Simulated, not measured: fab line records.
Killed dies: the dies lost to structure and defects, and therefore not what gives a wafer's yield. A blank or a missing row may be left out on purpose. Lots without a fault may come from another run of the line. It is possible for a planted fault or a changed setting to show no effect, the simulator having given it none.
fab line records + flow nandHarc
[record]
- lots = 6
- wafers = 18
- lastDay = 34
route steps=1302 shown P_M1@315 P_M2@318
lots with no fault: from the same line, run without faults
startH: the number of hours between the record's first day and the start of the first shown wafer of the lot + waitH: how many hours have passed since the lot's step before this one + " identical to the entry in the row above + L1.1+2: one row covering several wafers at once + - no value, or no start given + * or withheld: withheld + < > ~ a bound
route shown NAME@n: a module of which the file shows steps, and the number in the route of the first + usual: mean/standard deviation taken from wafers without a fault + same: alike in all rows + chamber/n: place in a boat + sites: each site's reading + _std_site: how widely they spread, as a standard deviation + _edge_site: the outer-site mean with the inner-site mean subtracted + radiusMm: how far each site lies from the wafer's centre + mask NAME#n: copy n + behind: the tool/chamber that last shaped the wafer + hold: cause of the lot's hold/its duration in hours/its outcome + device: transistor that didn't switch, given as n, p or np + end of line: the same wafers' tests at the end of the route + for a step that has no rows: nothing shown but its recipe + killed: at the first sort, the dies lost to defects and structure; wafer yield is something else + map: a wafer's dies, marking killed ones x, the rest . and places with no die _
set.NAME: the setting that was run; set.NAME@STEP: the one run at that earlier step + model.NAME: the simulator's own value behind a step, which no gauge read
lots at some steps of the route; a table a step, a row a wafer
services: a tool's chamber out of use, with start hour (startH, from the record's first day; less than 0 if before it), hours out, and reason
[[steps]]
[step NHARC_P_M1_INSPECT_27]
[usual]
- rawDefectCount = 323/110
| lot.wafer | tool             | chamber | startH | waitH | rawDefectCount |
|-----------|------------------|---------|--------|-------|----------------|
| L625.1    | defectInspect-01 | -       | 152.70 | 0.0   | 349            |
| L625.2    | "                | -       | "      | "     | 194            |
| L625.4    | "                | -       | "      | "     | 351            |
| L631.1    | defectInspect-01 | -       | 204.80 | 0.0   | 222            |
| L631.3    | "                | -       | "      | "     | 154            |
| L631.4    | "                | -       | "      | "     | 251            |
| L640.2    | defectInspect-02 | -       | 299.79 | 0.0   | 433            |
| L640.5    | "                | -       | "      | "     | 432            |
| L640.6    | "                | -       | "      | "     | 486            |
| L641.2    | defectInspect-01 | -       | 307.24 | 0.0   | 453            |
| L641.3    | "                | -       | "      | "     | 466            |
| L641.4    | "                | -       | "      | "     | 310            |
| L643.1    | defectInspect-01 | -       | 333.18 | 0.0   | 189            |
| L643.2    | "                | -       | "      | "     | 229            |
| L643.6    | "                | -       | "      | "     | 194            |
| L646.2    | defectInspect-02 | -       | 357.68 | 0.0   | 192            |
| L646.3    | "                | -       | "      | "     | 321            |
| L646.6    | "                | -       | "      | "     | 336            |
[step NHARC_P_M1_PRE_CLEAN_32]
[recipe]
- timeS = 12
- tempC = 370
- rfPowerW = 300
- gas = NH3
[usual]
- heaterPowerW = 666/90
[same]
- timeS = 12
| lot.wafer | tool     | chamber | startH | waitH | heaterPowerW |
|-----------|----------|---------|--------|-------|--------------|
| L625.1    | pecvd-02 | 1       | 152.76 | 0.1   | 752          |
| L625.2    | "        | 0       | "      | "     | 653          |
| L625.4    | "        | 1       | "      | "     | 779          |
| L631.3    | pecvd-01 | 0       | 204.87 | 0.1   | 655          |
| L631.1    | "        | 1       | "      | "     | 632          |
| L631.4    | "        | 0       | "      | "     | 660          |
| L640.2    | pecvd-04 | 1       | 299.87 | 0.1   | 797          |
| L640.6    | "        | 1       | "      | "     | 807          |
| L640.5    | "        | 0       | "      | "     | 547          |
| L641.3    | pecvd-02 | 2       | 307.31 | 0.1   | 451          |
| L641.2    | "        | 1       | "      | "     | 755          |
| L641.4    | "        | 0       | "      | "     | 782          |
| L643.1    | pecvd-04 | 1       | 333.25 | 0.1   | 765          |
| L643.2    | "        | 2       | "      | "     | 683          |
| L643.6    | "        | 0       | "      | "     | 527          |
| L646.2    | pecvd-02 | 1       | 357.76 | 0.1   | 825          |
| L646.3    | "        | 2       | "      | "     | 487          |
| L646.6    | "        | 1       | "      | "     | 806          |
[step NHARC_P_M1_DEP_33]
[recipe]
- targetThkA = 300
- tempC = 370
- targetThkNm = 30
- pressureTorr = 3
- flowSccm = 200
- rfW = 450
- material = SiCN
[usual]
- heaterPowerW = 611/94
| lot.wafer | tool     | chamber | startH | waitH | heaterPowerW |
|-----------|----------|---------|--------|-------|--------------|
| L625.1    | pecvd-02 | 1       | 152.84 | 0.1   | 650          |
| L625.2    | "        | 0       | "      | "     | 674          |
| L625.4    | "        | 1       | "      | "     | 691          |
| L631.3    | pecvd-01 | 0       | 204.95 | 0.1   | 623          |
| L631.1    | "        | 1       | "      | "     | 643          |
| L631.4    | "        | 0       | "      | "     | 632          |
| L640.2    | pecvd-04 | 1       | 299.95 | 0.1   | 655          |
| L640.6    | "        | 1       | "      | "     | 676          |
| L640.5    | "        | 0       | "      | "     | 558          |
| L641.3    | pecvd-02 | 2       | 307.39 | 0.1   | 396          |
| L641.2    | "        | 1       | "      | "     | 744          |
| L641.4    | "        | 0       | "      | "     | 743          |
| L643.1    | pecvd-04 | 1       | 333.33 | 0.1   | 660          |
| L643.2    | "        | 2       | "      | "     | 632          |
| L643.6    | "        | 0       | "      | "     | 544          |
| L646.2    | pecvd-02 | 1       | 357.87 | 0.1   | 728          |
| L646.3    | "        | 2       | "      | "     | 466          |
| L646.6    | "        | 1       | "      | "     | 717          |
[step NHARC_P_M2_DEP_00]
[recipe]
- targetThkA = 1825
- targetThkNm = 182.5
- tempC = withheld
- pressureTorr = 5
- flowSccm = 200
- rfW = 600
- material = SiOC
[step NHARC_P_M2_DEHYDRATE_01]
[recipe]
- tempC = 150
- timeS = 120
[step NHARC_P_M2_HMDS_02]
[recipe]
- timeS = 30
[step NHARC_P_M2_COAT_34]
[recipe]
- tempC = 200
- timeS = 65
[step NHARC_P_M2_COAT_03]
[recipe]
- spinRpm = 1500
- resistThkNm = 90
[step NHARC_P_M2_SOFTBAKE_04]
[recipe]
- tempC = 105
- timeS = 55
[step NHARC_P_M2_EBR_05]
[step NHARC_P_M2_EXPOSE_06]
[recipe]
- na = 1.35
- targetCdNm = 170
- doseMj = 80.78
- maskId = P_M2
[step NHARC_P_M2_PEB_07]
[recipe]
- pebTempC = 100
- pebTimeS = 65
[usual]
- heaterPowerTotalW = 156.7/0.39
| lot.wafer | tool          | chamber | startH | waitH | heaterPowerTotalW |
|-----------|---------------|---------|--------|-------|-------------------|
| L625.1    | lithoTrack-01 | 0       | 153.87 | 0.1   | 156.0             |
| L625.2    | "             | 0       | "      | "     | 156.1             |
| L625.4    | "             | 0       | "      | "     | 157.0             |
| L631.1    | lithoTrack-06 | 0       | 206.11 | 0.1   | 156.6             |
| L631.3    | "             | 0       | "      | "     | 156.9             |
| L631.4    | "             | 0       | "      | "     | 156.6             |
| L640.2    | lithoTrack-06 | 0       | 301.00 | 0.1   | 208.4             |
| L640.5    | "             | 0       | "      | "     | 157.2             |
| L640.6    | "             | 0       | "      | "     | 209.0             |
| L641.2    | lithoTrack-04 | 0       | 308.56 | 0.1   | 157.2             |
| L641.3    | "             | 0       | "      | "     | 157.1             |
| L641.4    | "             | 0       | "      | "     | 156.9             |
| L643.1    | lithoTrack-06 | 0       | 334.49 | 0.1   | 157.0             |
| L643.2    | "             | 0       | "      | "     | 209.5             |
| L643.6    | "             | 0       | "      | "     | 208.2             |
| L646.2    | lithoTrack-01 | 0       | 359.00 | 0.1   | 156.9             |
| L646.3    | "             | 0       | "      | "     | 156.1             |
| L646.6    | "             | 0       | "      | "     | 157.0             |
[step NHARC_P_M2_DEVELOP_08]
[recipe]
- developTimeS = 35
- devTempC = 23
[step NHARC_P_M2_CD_MEAS_09]
[recipe]
- targetCdNm = 170
- landingEnergyEv = 500
[usual]
- cdNm = 170.2/0.54
| lot.wafer | tool     | chamber | startH | waitH | cdNm  |
|-----------|----------|---------|--------|-------|-------|
| L625.1    | cdSem-02 | 0       | 153.95 | -     | 169.4 |
| L625.2    | "        | 0       | "      | "     | 169.9 |
| L625.4    | "        | 0       | "      | "     | 170.0 |
| L631.1    | cdSem-03 | 0       | 206.19 | -     | 169.7 |
| L631.3    | "        | 0       | "      | "     | 169.3 |
| L631.4    | "        | 0       | "      | "     | 169.1 |
| L640.2    | cdSem-03 | 0       | 301.08 | -     | 150.7 |
| L640.5    | "        | 0       | "      | "     | 170.3 |
| L640.6    | "        | 0       | "      | "     | 150.6 |
| L641.2    | cdSem-02 | 0       | 308.64 | -     | 170.4 |
| L641.3    | "        | 0       | "      | "     | 170.3 |
| L641.4    | "        | 0       | "      | "     | 170.2 |
| L643.1    | cdSem-03 | 0       | 334.56 | -     | 170.0 |
| L643.2    | "        | 0       | "      | "     | 149.9 |
| L643.6    | "        | 0       | "      | "     | 151.4 |
| L646.2    | cdSem-03 | 0       | 359.08 | -     | 170.1 |
| L646.3    | "        | 0       | "      | "     | 169.9 |
| L646.6    | "        | 0       | "      | "     | 170.5 |
[step NHARC_P_M2_OVL_MEAS_10]
[recipe]
- pitchNm = 340
[usual]
- overlayXNm = 0.1/0.68
- overlayYNm = -0.1/0.69
| lot.wafer | tool       | chamber | startH | waitH | overlayXNm | overlayYNm |
|-----------|------------|---------|--------|-------|------------|------------|
| L625.1    | overlay-01 | -       | 154.03 | -     | -0.1       | -0.3       |
| L625.2    | "          | -       | "      | "     | -0.3       | -0.2       |
| L625.4    | "          | -       | "      | "     | -0.4       | 0.3        |
| L631.1    | overlay-02 | -       | 206.28 | -     | -1.1       | 0.8        |
| L631.3    | "          | -       | "      | "     | -0.8       | 0.3        |
| L631.4    | "          | -       | "      | "     | -0.8       | 0.9        |
| L640.2    | overlay-01 | -       | 301.16 | -     | -0.1       | 0.3        |
| L640.5    | "          | -       | "      | "     | -0.5       | 0.3        |
| L640.6    | "          | -       | "      | "     | -0.8       | -0.6       |
| L641.2    | overlay-01 | -       | 308.73 | -     | -0.2       | 0.0        |
| L641.3    | "          | -       | "      | "     | 0.1        | -0.3       |
| L641.4    | "          | -       | "      | "     | 0.1        | 0.3        |
| L643.1    | overlay-01 | -       | 334.65 | -     | -1.2       | -0.4       |
| L643.2    | "          | -       | "      | "     | -0.1       | -0.2       |
| L643.6    | "          | -       | "      | "     | -0.4       | -0.7       |
| L646.2    | overlay-01 | -       | 359.17 | -     | 0.4        | -0.8       |
| L646.3    | "          | -       | "      | "     | 0.1        | 0.0        |
| L646.6    | "          | -       | "      | "     | 0.7        | -1.3       |
[step NHARC_P_M2_INSPECT_11]
[usual]
- rawDefectCount = 4.3/2.4
| lot.wafer | tool             | chamber | startH | waitH | rawDefectCount |
|-----------|------------------|---------|--------|-------|----------------|
| L625.1    | defectInspect-01 | -       | 154.08 | 0.0   | 4              |
| L625.2    | "                | -       | "      | "     | 3              |
| L625.4    | "                | -       | "      | "     | 3              |
| L631.1    | defectInspect-02 | -       | 206.32 | 0.0   | 5              |
| L631.3    | "                | -       | "      | "     | 2              |
| L631.4    | "                | -       | "      | "     | 3              |
| L640.2    | defectInspect-02 | -       | 301.20 | 0.0   | 4              |
| L640.5    | "                | -       | "      | "     | 10             |
| L640.6    | "                | -       | "      | "     | 6              |
| L641.2    | defectInspect-02 | -       | 308.76 | 0.0   | 3              |
| L641.3    | "                | -       | "      | "     | 4              |
| L641.4    | "                | -       | "      | "     | 3              |
| L643.1    | defectInspect-01 | -       | 334.69 | 0.0   | 1              |
| L643.2    | "                | -       | "      | "     | 1              |
| L643.6    | "                | -       | "      | "     | 1              |
| L646.2    | defectInspect-02 | -       | 359.20 | 0.0   | 7              |
| L646.3    | "                | -       | "      | "     | 3              |
| L646.6    | "                | -       | "      | "     | 1              |
[step NHARC_P_M2_DESCUM_14]
[recipe]
- timeS = 3
- o2FlowSccm = 200
- arFlowSccm = 0
- biasPowerW = 0
- chemistry = O2
[usual]
- drypumpMotorCurrentA = 5.9/0.49
- oesProductAu = 1.001/0.0075
- rfVppV = 57.6/0.85
- showerheadPlenumPTorr = 1.90/0.083
- throttleValvePct = 11.311/0.0094
[same]
- timeS = 3
| lot.wafer | tool       | chamber | startH | waitH | drypumpMotorCurrentA | oesProductAu | rfHoursCounterH | rfVppV | showerheadPlenumPTorr | throttleValvePct | model.P_M2.cdNm |
|-----------|------------|---------|--------|-------|----------------------|--------------|-----------------|--------|-----------------------|------------------|-----------------|
| L625.2    | rieDiel-13 | 0       | 154.16 | 0.1   | 5.9                  | 1.008        | 10.6            | 57.3   | 1.91                  | 11.319           | 169.3           |
| L625.4    | "          | 1       | "      | "     | 5.8                  | 0.995        | 10.5            | 59.0   | 2.02                  | 11.294           | 169.5           |
| L625.1    | "          | 2       | "      | "     | 6.3                  | 1.009        | 10.0            | 57.6   | 2.00                  | 11.307           | 169.6           |
| L631.1    | rieDiel-13 | 0       | 206.38 | 0.1   | 5.9                  | 1.004        | 1.2             | 56.5   | 1.91                  | 11.321           | 169.5           |
| L631.4    | "          | 1       | "      | "     | 5.8                  | 0.985        | 1.2             | 58.5   | 2.02                  | 11.307           | 168.8           |
| L631.3    | "          | 3       | "      | "     | 5.1                  | 1.005        | 1.7             | 57.3   | 1.85                  | 11.317           | 169.2           |
| L640.2    | rieDiel-09 | 0       | 301.28 | 0.1   | 6.0                  | 1.004        | 4.6             | 55.9   | 1.80                  | 11.312           | 150.8           |
| L640.5    | "          | 1       | "      | "     | 5.7                  | 0.998        | -               | 58.5   | 1.94                  | 11.320           | 170.1           |
| L640.6    | "          | 2       | "      | "     | 5.2                  | 0.993        | -               | 57.2   | 1.83                  | 11.322           | 151.1           |
| L641.4    | rieDiel-08 | 0       | 308.82 | 0.1   | 6.4                  | 0.987        | 6.7             | 56.9   | 1.81                  | 11.324           | 170.3           |
| L641.3    | "          | 2       | "      | "     | 5.6                  | 0.999        | 5.6             | 58.2   | 1.87                  | 11.290           | 170.7           |
| L641.2    | "          | 3       | "      | "     | 5.6                  | 0.993        | 6.0             | 57.6   | 2.03                  | 11.301           | 170.7           |
| L643.1    | rieDiel-13 | 2       | 334.75 | 0.1   | 6.3                  | 0.997        | 10.6            | 58.2   | 2.00                  | 11.302           | 169.3           |
| L643.2    | "          | 1       | "      | "     | 5.8                  | 0.992        | 10.6            | 59.2   | 2.01                  | 11.313           | 149.4           |
| L643.6    | "          | 2       | "      | "     | 6.3                  | 0.998        | -               | 57.9   | 2.00                  | 11.317           | 150.9           |
| L646.3    | rieDiel-13 | 2       | 359.28 | 0.1   | 6.3                  | 0.999        | 0.7             | 57.6   | 2.00                  | 11.308           | 170             |
| L646.2    | "          | 3       | "      | "     | 5.1                  | 1.011        | 0.5             | 57.4   | 1.84                  | 11.299           | 170.3           |
| L646.6    | "          | 0       | "      | "     | 5.9                  | 1.008        | -               | 57.9   | 1.91                  | 11.298           | 170.3           |
[step NHARC_P_M2_ETCH_35]
[recipe]
- targetDepthA = 400
- overetchA = 120
- timeS = 43.94
- ionEnergyEv = 200
- n2FlowSccm = 150
- h2FlowSccm = 150
- arFlowSccm = 0
- rfW = 400
- biasW = 150
- chemistry = N2/H2
[usual]
- drypumpMotorCurrentA = 5.9/0.49
- h2FlowSccm = 150.0/0.48
- oesProductAu = 1.001/0.0078
- rfVppV = 430.0/2.7
- showerheadPlenumPTorr = 2.02/0.09
- throttleValvePct = 14.171/0.0079
[same]
- timeS = 43.94
| lot.wafer | tool       | chamber | startH | waitH | drypumpMotorCurrentA | h2FlowSccm | oesProductAu | rfHoursCounterH | rfVppV | showerheadPlenumPTorr | throttleValvePct |
|-----------|------------|---------|--------|-------|----------------------|------------|--------------|-----------------|--------|-----------------------|------------------|
| L625.1    | rieDiel-13 | 1       | 154.24 | 0.1   | 5.8                  | 149.7      | 0.999        | 10.5            | 433.4  | 2.15                  | 14.176           |
| L625.4    | "          | 3       | "      | "     | 5.1                  | 150.6      | 1.010        | 10.6            | 428.7  | 1.97                  | 14.175           |
| L625.2    | "          | 0       | "      | "     | 5.9                  | 149.2      | 1.006        | 10.6            | 431.1  | 2.04                  | 14.174           |
| L631.3    | rieDiel-13 | 1       | 206.46 | 0.1   | 5.8                  | 149.2      | 0.996        | 1.2             | 431.7  | 2.15                  | 14.160           |
| L631.4    | "          | 3       | "      | "     | 5.1                  | 150.3      | 1.010        | 1.7             | 428.7  | 1.97                  | 14.164           |
| L631.1    | "          | 0       | "      | "     | 5.9                  | 149.7      | 0.992        | 1.2             | 429.8  | 2.04                  | 14.173           |
| L640.2    | rieDiel-09 | 2       | 301.34 | 0.1   | 5.2                  | 150.7      | 0.998        | 7.0             | 428.8  | 1.95                  | 14.171           |
| L640.5    | "          | 2       | "      | "     | 5.2                  | 150.6      | 0.997        | -               | 427.7  | 1.95                  | 14.182           |
| L640.6    | "          | 3       | "      | "     | 5.6                  | 149.3      | 1.007        | -               | 431.6  | 2.11                  | 14.180           |
| L641.3    | rieDiel-08 | 0       | 308.91 | 0.1   | 6.3                  | 150.0      | 0.990        | 6.7             | 427.9  | 1.93                  | 14.174           |
| L641.4    | "          | 1       | "      | "     | 6.8                  | 150.8      | 1.013        | 6.5             | 426.8  | 1.93                  | 14.168           |
| L641.2    | "          | 3       | "      | "     | 5.5                  | 149.6      | 0.992        | 6.1             | 432.7  | 2.16                  | 14.162           |
| L643.2    | rieDiel-13 | 3       | 334.84 | 0.1   | 5.1                  | 149.8      | 0.995        | 9.8             | 428.9  | 1.96                  | 14.178           |
| L643.1    | "          | 1       | "      | "     | 5.8                  | 149.2      | 0.994        | 10.6            | 433.4  | 2.15                  | 14.175           |
| L643.6    | "          | 3       | "      | "     | 5.1                  | 150.3      | 1.011        | -               | 428.4  | 1.96                  | 14.158           |
| L646.2    | rieDiel-13 | 1       | 359.35 | 0.1   | 5.8                  | 149.6      | 1.014        | 0.6             | 433.0  | 2.15                  | 14.166           |
| L646.3    | "          | 2       | "      | "     | 6.2                  | 150.2      | 1.001        | 0.7             | 433.2  | 2.13                  | 14.174           |
| L646.6    | "          | 2       | "      | "     | 6.3                  | 151.2      | 1.003        | -               | 434.1  | 2.13                  | 14.161           |
[step NHARC_P_M2_ETCH_15]
[recipe]
- targetDepthA = 1825
- timeS = 91.2
- c4f8FlowSccm = withheld
- arFlowSccm = 400
- rfW = 600
- biasW = 300
- chemistry = C4F8/Ar
[usual]
- oesProductAu = 0.946/0.022
- rfVppV = 440.5/2.6
[same]
- timeS = 91.2
| lot.wafer | tool       | chamber | startH | waitH | oesProductAu | rfHoursCounterH | rfVppV |
|-----------|------------|---------|--------|-------|--------------|-----------------|--------|
| L625.2    | rieDiel-13 | 3       | -      | -     | 0.942        | 10.6            | 440.2  |
| L625.1    | "          | 1       | "      | "     | 0.925        | 10.5            | 444.4  |
| L625.4    | "          | 2       | "      | "     | 0.919        | 10.1            | 443.0  |
| L631.3    | rieDiel-13 | 0       | -      | -     | 0.959        | 1.2             | 440.3  |
| L631.1    | "          | 1       | "      | "     | 0.948        | 1.2             | 442.6  |
| L631.4    | "          | 2       | "      | "     | 0.967        | 1.7             | 443.0  |
| L640.2    | rieDiel-09 | 3       | -      | -     | 0.909        | 7.1             | 441.3  |
| L640.5    | "          | 1       | "      | "     | 0.912        | -               | 443.1  |
| L640.6    | "          | 2       | "      | "     | 0.924        | -               | 437.7  |
| L641.3    | rieDiel-08 | 1       | -      | -     | 0.961        | 6.6             | 437.4  |
| L641.4    | "          | 2       | "      | "     | 0.967        | 5.6             | 440.1  |
| L641.2    | "          | 0       | "      | "     | 0.951        | 6.7             | 437.9  |
| L643.1    | rieDiel-13 | 1       | -      | -     | 0.918        | 10.6            | 444.5  |
| L643.2    | "          | 2       | "      | "     | 0.927        | 10.6            | 443.6  |
| L643.6    | "          | 1       | "      | "     | 0.909        | -               | 443.8  |
| L646.2    | rieDiel-13 | 0       | -      | -     | 0.956        | 0.4             | 440.6  |
| L646.3    | "          | 1       | "      | "     | 0.968        | 0.7             | 444.2  |
| L646.6    | "          | 2       | "      | "     | 0.980        | -               | 443.3  |
[step NHARC_P_M2_CD_MEAS_16]
[usual]
- cdNm = 170.2/0.62
| lot.wafer | tool     | chamber | startH | waitH | cdNm  |
|-----------|----------|---------|--------|-------|-------|
| L625.1    | cdSem-01 | -       | 154.46 | -     | 169.1 |
| L625.2    | "        | -       | "      | "     | 169.6 |
| L625.4    | "        | -       | "      | "     | 169.1 |
| L631.1    | cdSem-03 | -       | 206.68 | -     | 170.0 |
| L631.3    | "        | -       | "      | "     | 169.4 |
| L631.4    | "        | -       | "      | "     | 168.8 |
| L640.2    | cdSem-02 | -       | 301.57 | -     | 150.9 |
| L640.5    | "        | -       | "      | "     | 170.0 |
| L640.6    | "        | -       | "      | "     | 151.0 |
| L641.2    | cdSem-02 | -       | 309.13 | -     | 171.0 |
| L641.3    | "        | -       | "      | "     | 170.8 |
| L641.4    | "        | -       | "      | "     | 170.3 |
| L643.1    | cdSem-03 | -       | 335.05 | -     | 169.4 |
| L643.2    | "        | -       | "      | "     | 148.7 |
| L643.6    | "        | -       | "      | "     | 150.6 |
| L646.2    | cdSem-03 | -       | 359.57 | -     | 170.3 |
| L646.3    | "        | -       | "      | "     | 170.3 |
| L646.6    | "        | -       | "      | "     | 169.7 |
[step NHARC_P_M2_STRIP_18]
[recipe]
- powerW = 1000
- n2FlowSccm = 150
- h2FlowSccm = 150
- arFlowSccm = 0
- biasW = 0
- chemistry = N2/H2
[usual]
- drypumpMotorCurrentA = 5.8/0.46
- h2FlowSccm = 150.0/0.47
- oesProductAu = 1.001/0.0076
- rfVppV = 90.7/1
- showerheadPlenumPTorr = 2.02/0.091
- throttleValvePct = 14.170/0.0088
| lot.wafer | tool       | chamber | startH | waitH | drypumpMotorCurrentA | h2FlowSccm | oesProductAu | rfHoursCounterH | rfVppV | showerheadPlenumPTorr | throttleValvePct |
|-----------|------------|---------|--------|-------|----------------------|------------|--------------|-----------------|--------|-----------------------|------------------|
| L625.1    | rieDiel-09 | 1       | 154.56 | 0.1   | 5.7                  | 149.4      | 1.013        | 0               | 90.3   | 2.07                  | 14.186           |
| L625.2    | "          | 2       | "      | "     | 5.2                  | 150.5      | 1.006        | 0               | 87.7   | 1.95                  | 14.174           |
| L625.4    | "          | 3       | "      | "     | 5.6                  | 149.6      | 1.003        | 0               | 89.9   | 2.11                  | 14.175           |
| L631.1    | rieDiel-08 | 1       | 206.76 | 0.1   | 6.8                  | 150.5      | 1.006        | 0               | 89.7   | 1.93                  | 14.174           |
| L631.3    | "          | 3       | "      | "     | 5.6                  | 150.3      | 1.000        | 1               | 91.1   | 2.17                  | 14.177           |
| L631.4    | "          | 1       | "      | "     | 6.8                  | 150.6      | 1.010        | -               | 89.8   | 1.93                  | 14.162           |
| L640.2    | rieDiel-08 | 2       | 301.64 | 0.1   | 5.6                  | 149.7      | 0.998        | 5               | 91.1   | 2.00                  | 14.170           |
| L640.5    | "          | 2       | "      | "     | 5.6                  | 150.3      | 1.001        | -               | 89.0   | 2.00                  | 14.157           |
| L640.6    | "          | 3       | "      | "     | 5.6                  | 149.0      | 1.008        | -               | 92.9   | 2.16                  | 14.155           |
| L641.4    | rieDiel-09 | 1       | 309.20 | 0.1   | 5.7                  | 150.6      | 1.001        | 6               | 89.6   | 2.07                  | 14.172           |
| L641.2    | "          | 3       | "      | "     | 5.6                  | 150.5      | 1.006        | 8               | 91.5   | 2.11                  | 14.152           |
| L641.3    | "          | 0       | "      | "     | 6.0                  | 150.0      | 0.994        | 5               | 91.1   | 1.91                  | 14.159           |
| L643.2    | rieDiel-08 | 3       | 335.18 | 0.1   | 5.6                  | 149.9      | 0.991        | 8               | 91.0   | 2.16                  | 14.159           |
| L643.1    | "          | 0       | "      | "     | 6.3                  | 148.4      | 1.000        | 8               | 90.6   | 1.93                  | 14.185           |
| L643.6    | "          | 2       | "      | "     | 5.6                  | 150.0      | 0.997        | -               | 90.1   | 2.00                  | 14.178           |
| L646.3    | rieDiel-13 | 1       | 359.67 | 0.1   | 5.8                  | 150.0      | 1.005        | 1               | 91.0   | 2.15                  | 14.174           |
| L646.2    | "          | 2       | "      | "     | 6.3                  | 149.1      | 0.994        | 1               | 92.1   | 2.13                  | 14.159           |
| L646.6    | "          | 1       | "      | "     | 5.8                  | 150.1      | 1.005        | -               | 92.6   | 2.15                  | 14.171           |
[step NHARC_P_M2_ETCH_28]
[recipe]
- targetDepthA = 300
- overEtchFrac = 0.3
- timeS = 72.99
- ionEnergyEv = 150
- cf4FlowSccm = 50
- n2FlowSccm = 100
- arFlowSccm = 150
- rfW = 300
- biasW = 100
- chemistry = CF4/N2
[usual]
- drypumpMotorCurrentA = 5.9/0.48
- oesProductAu = 1.001/0.007
- rfVppV = 313.8/2
- showerheadPlenumPTorr = 2.61/0.11
- throttleValvePct = 19.794/0.0089
[same]
- timeS = 72.99
| lot.wafer | tool       | chamber | startH | waitH | drypumpMotorCurrentA | oesProductAu | rfHoursCounterH | rfVppV | showerheadPlenumPTorr | throttleValvePct | model.P_M2.cdNm |
|-----------|------------|---------|--------|-------|----------------------|--------------|-----------------|--------|-----------------------|------------------|-----------------|
| L625.2    | rieDiel-09 | 1       | -      | -     | 5.7                  | 1.015        | 0               | 314.9  | 2.67                  | 19.785           | 169.4           |
| L625.4    | "          | 3       | "      | "     | 5.6                  | 1.012        | 0               | 313.3  | 2.71                  | 19.774           | 168.9           |
| L625.1    | "          | 0       | "      | "     | 6.1                  | 1.008        | 0               | 312.6  | 2.48                  | 19.794           | 169.3           |
| L631.3    | rieDiel-08 | 1       | -      | -     | 6.7                  | 1.011        | 1               | 310.8  | 2.50                  | 19.797           | 169.4           |
| L631.1    | "          | 3       | "      | "     | 5.6                  | 1.001        | 1               | 316.4  | 2.78                  | 19.786           | 169.4           |
| L631.4    | "          | 3       | "      | "     | 5.6                  | 0.997        | -               | 316.3  | 2.78                  | 19.799           | 168.6           |
| L640.2    | rieDiel-08 | 1       | -      | -     | 6.7                  | 1.017        | 6               | 312.7  | 2.49                  | 19.808           | 150.1           |
| L640.5    | "          | 2       | "      | "     | 5.6                  | 1.005        | -               | 312.4  | 2.58                  | 19.799           | 169.2           |
| L640.6    | "          | 3       | "      | "     | 5.6                  | 0.991        | -               | 317.6  | 2.77                  | 19.799           | 150.9           |
| L641.3    | rieDiel-09 | 0       | -      | -     | 6.0                  | 1.003        | 5               | 310.8  | 2.48                  | 19.801           | 171.4           |
| L641.2    | "          | 1       | "      | "     | 5.7                  | 0.994        | 6               | 315.8  | 2.67                  | 19.798           | 170.6           |
| L641.4    | "          | 2       | "      | "     | 5.2                  | 0.995        | 8               | 313.0  | 2.51                  | 19.797           | 170.2           |
| L643.1    | rieDiel-08 | 2       | -      | -     | 5.6                  | 0.998        | 7               | 314.4  | 2.57                  | 19.816           | 169.3           |
| L643.2    | "          | 3       | "      | "     | 5.6                  | 1.006        | 8               | 317.5  | 2.77                  | 19.777           | 149             |
| L643.6    | "          | 2       | "      | "     | 5.7                  | 0.992        | -               | 314.0  | 2.58                  | 19.797           | 150.7           |
| L646.3    | rieDiel-13 | 3       | -      | -     | 5.1                  | 1.007        | 1               | 311.6  | 2.54                  | 19.788           | 170.1           |
| L646.2    | "          | 0       | "      | "     | 5.9                  | 0.990        | 1               | 315.8  | 2.62                  | 19.789           | 169.8           |
| L646.6    | "          | 0       | "      | "     | 5.9                  | 0.992        | -               | 314.0  | 2.62                  | 19.778           | 169.6           |
[step NHARC_P_M2_STRIP_19]
[recipe]
- timeS = 600
- tempC = 30
- chemistry = postEtchResidueRemover
[[services]]
| tool       | chamber | startH | hours | kind   |
|------------|---------|--------|-------|--------|
| rieDiel-09 | 1       | 129.27 | 5.9   | repair |
| rieDiel-13 | 2       | 142.30 | 4.0   | repair |
| rieDiel-09 | -       | 143.75 | 9.0   | pm     |
| rieDiel-08 | 3       | 155.22 | 6.9   | repair |
| rieDiel-08 | 2       | 156.34 | 4.5   | repair |
| rieDiel-09 | 1       | 161.73 | 2.2   | repair |
| rieDiel-13 | -       | 165.04 | 9.0   | pm     |
| rieDiel-08 | 2       | 166.89 | 7.9   | repair |
| pecvd-02   | 2       | 185.88 | 12.9  | repair |
| rieDiel-08 | -       | 190.80 | 9.0   | pm     |
| rieDiel-08 | 2       | 204.44 | 10.2  | repair |
| rieDiel-08 | 2       | 220.67 | 1.7   | repair |
| pecvd-02   | 2       | 222.39 | 4.6   | repair |
| rieDiel-08 | -       | 224.62 | 0.6   | repair |
| pecvd-02   | -       | 227.16 | 13.0  | pm     |
| rieDiel-09 | 0       | 234.83 | 13.7  | repair |
| rieDiel-08 | 3       | 237.17 | 5.4   | repair |
| rieDiel-09 | 2       | 289.02 | 3.7   | repair |
| rieDiel-09 | 1       | 289.32 | 8.3   | repair |
| rieDiel-09 | -       | 320.75 | 9.0   | pm     |
| rieDiel-13 | -       | 336.75 | 2.6   | repair |
| pecvd-02   | -       | 341.51 | 0.5   | repair |
| rieDiel-13 | -       | 342.04 | 9.0   | pm     |
| rieDiel-08 | 1       | 354.29 | 1.7   | repair |
[[key]]
[firstSign]
- step = NHARC_P_M2_PEB_07
- reading = heaterPowerTotalW
- direction = up
- sigmas = 99+
- usual = *
- struck = *
[effect]
- step = NHARC_P_M2_CD_MEAS_09
- reading = cdNm
- direction = down
- sigmas = 36
- usual = 170.2
- struck = 150.7
[effect]
- step = NHARC_P_M2_CD_MEAS_16
- reading = cdNm
- direction = down
- sigmas = 32
- usual = 170.2
- struck = 150.3
[modelEffect]
- step = NHARC_P_M2_DESCUM_14
- value = P_M2.cdNm
- without = 169.9
- struck = 150.6
[modelEffect]
- step = NHARC_P_M2_ETCH_28
- value = P_M2.cdNm
- without = 169.5
- struck = 150.2
metAt NHARC_P_M2_PEB_07
struckWafers L640.2,L640.6,L643.2,L643.6
sortLeftOut L640.2,L640.6,L643.2,L643.6
onsetBetween 206.11 301.00
[fault]
- kind = processParameterDrift
- tool = lithoTrack-06
- chamber = -
- onsetH = 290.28
- steps = NHARC_P_M2_PEB_07
- channel = pebTimeS
- offset = *
- shape = step
- endH = 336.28
- scope = struckWafersOnly
- actsIn = *
- stated = *
// sortLeftOut: the simulated sort isn't trusted on such a fault, so these wafers' sort isn't shown, and their yield isn't known
